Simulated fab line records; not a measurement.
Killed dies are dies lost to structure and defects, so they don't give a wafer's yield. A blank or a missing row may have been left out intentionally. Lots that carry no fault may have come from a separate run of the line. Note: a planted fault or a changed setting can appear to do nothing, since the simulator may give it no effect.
The tool behind it: which one? + flow nandHarc + 7 lots with 21 wafers sampled at 2 steps, on a route of 1159 steps

WHAT EACH GAUGE READ, for each wafer
NHARC_P_CONTACT_INSPECT_27.
| lot  | measured     | on               | rawDefectCount |
|------|--------------|------------------|----------------|
| L826 | day 5 20:34  | defectInspect-01 | 324 184 238    |
| L830 | day 7 00:13  | defectInspect-02 | 358 418 272    |
| L833 | day 7 15:14  | defectInspect-02 | 458 312 359    |
| L836 | day 8 08:14  | defectInspect-02 | 243 181 162    |
| L839 | day 8 22:04  | defectInspect-01 | 311 333 230    |
| L844 | day 10 11:33 | defectInspect-02 | 638 474 473    |
| L846 | day 10 19:54 | defectInspect-02 | 460 377 345    |

WHICH TOOL RAN EACH LOT (tool, then ch and the chambers of the sampled wafers, then the start)
| lot  | NHARC_P_CONTACT_CMP_24        |
|------|-------------------------------|
| L826 | cmp-04 ch 2,3, day 5 20:11    |
| L830 | cmp-01 ch 1,3, day 6 23:49    |
| L833 | cmp-01 ch 0,1,3, day 7 14:50  |
| L836 | cmp-01 ch 2,3, day 8 07:49    |
| L839 | cmp-01 ch 0,1,2, day 8 21:40  |
| L844 | cmp-04 ch 0,2, day 10 11:10   |
| L846 | cmp-04 ch 0,2,3, day 10 19:29 |
- NHARC_P_CONTACT_CMP_24: polishes, t overpolish 30 s, target thk 200 nm.

THE ANSWER, worked out from the rows above alone
Rule: usual is defined by the lots themselves. Put in order of their means at a reading, lots are off if they are a third of the lots or fewer, leave a main group of 4 or more, and stand apart from it by a gap of 3 or more times the standard deviation of the main group's means; of several such gaps the widest counts. If all means in a main group match to the digits the tables above print for the reading, that group is not used. Also off: a lot with no number at a reading for which 4 or more lots have one. Where the step has rows for the other lots, those lots are counted as sound.
Nothing can be told from this: no lot is off at any reading shown.

WHAT THE SIMULATOR PUT IN
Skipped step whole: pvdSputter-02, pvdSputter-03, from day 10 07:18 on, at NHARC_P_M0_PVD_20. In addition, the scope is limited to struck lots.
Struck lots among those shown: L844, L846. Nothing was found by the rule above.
